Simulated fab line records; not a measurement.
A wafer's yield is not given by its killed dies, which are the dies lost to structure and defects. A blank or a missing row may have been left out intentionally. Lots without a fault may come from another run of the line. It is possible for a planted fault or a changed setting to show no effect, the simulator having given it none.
Which tool was responsible? -- flow n5Finfet -- 9 lots with 27 wafers sampled at 4 steps, on a route of 1938 steps

WHAT THE GAUGES SHOWED, per wafer
N5_GATE_CUT_OVL_MEAS_14.
lot,measured,on,GATE_CUT_OVL (nm)
L592,day 4 17:04,overlay-02,-0.6 -0.1 0.2
L594,day 5 04:58,overlay-01,-0.1 0.9 -0.1
L596,day 5 17:37,overlay-01,0.0 0.6 -0.1
L601,day 6 23:35,overlay-01,-0.8 -0.7 -1.0
L605,day 7 22:01,overlay-01,-1.3 -0.6 -1.3
L606,day 8 05:28,overlay-01,-0.1 -0.1 0.3
L608,day 8 17:02,overlay-02,0.0 -0.6 -0.6
L611,day 9 10:50,overlay-01,-0.8 -1.1 -0.9
L614,day 10 11:13,overlay-02,-0.4 -0.4 -0.9

WHICH TOOL RAN EACH LOT (tool, then ch and the chambers of the sampled wafers, then the start)
lot,N5_HKMG_FIN_CMP_23,N5_GATE_CUT_CMP_02,N5_GATE_CUT_HM_DEP_46
L592,"cmp-02 ch 0,1,2, day 4 12:32","cmp-01 ch 0,1,2, day 4 16:13","pecvd-04 ch 0,1,2, day 4 16:33"
L594,"cmp-01 ch 0,1,2, day 4 23:11","cmp-04 ch 0,2, day 5 04:10","pecvd-01 ch 1,2, day 5 04:28"
L596,"cmp-01 ch 0,1,2, day 5 12:58","cmp-01 ch 1,3, day 5 16:49","pecvd-03 ch 1,2, day 5 17:07"
L601,"cmp-01 ch 1,2, day 6 19:16","cmp-01 ch 2,3, day 6 22:56","pecvd-01 ch 0,1,2, day 6 23:14"
L605,"cmp-02 ch 1,3, day 7 17:46","cmp-01 ch 0,1,2, day 7 21:23","pecvd-01 ch 0,1,2, day 7 21:39"
L606,"cmp-04 ch 0,2,3, day 8 01:06","cmp-01 ch 0,2,3, day 8 04:50","pecvd-03 ch 0,1,2, day 8 05:06"
L608,"cmp-02 ch 0,3, day 8 12:22","cmp-03 ch 0,1, day 8 16:22","pecvd-01 ch 0,1, day 8 16:40"
L611,"cmp-02 ch 1,2,3, day 9 06:40","cmp-04 ch 0,1,2, day 9 10:10","pecvd-03 ch 0, day 9 10:27"
L614,"cmp-04 ch 0,1,3, day 10 06:22","cmp-01 ch 1,2, day 10 10:22","pecvd-03 ch 1, day 10 10:41"
- N5_HKMG_FIN_CMP_23: polishes, stops on SiNx, t overpolish 10 s, target thk 46.326 nm.
- N5_GATE_CUT_CMP_02: polishes, stops on SiO2, t overpolish 12.7 s, target thk 0 nm.
- N5_GATE_CUT_HM_DEP_46: deposits SiO2 from TEOS/O2, target thk 130 nm, time 26.6 s.

THE ANSWER, worked out from the rows above alone
Rule: what is usual is taken from the lots themselves. The widest of any qualifying gaps counts: lots, ordered by their means at a reading, are off when they make up no more than a third of the lots, leave a main group of 4 or more, and stand apart from it by 3 or more times the standard deviation of that group's means. A main group whose means are all the same, to the digits that the tables above print for the reading, isn't used. Also off: a lot with no number at a reading for which 4 or more lots have one. The other lots that the step has rows for count as sound.
Nothing can be told from this: no lot is off at any reading shown.

WHAT WAS PUT IN BY THE SIMULATOR
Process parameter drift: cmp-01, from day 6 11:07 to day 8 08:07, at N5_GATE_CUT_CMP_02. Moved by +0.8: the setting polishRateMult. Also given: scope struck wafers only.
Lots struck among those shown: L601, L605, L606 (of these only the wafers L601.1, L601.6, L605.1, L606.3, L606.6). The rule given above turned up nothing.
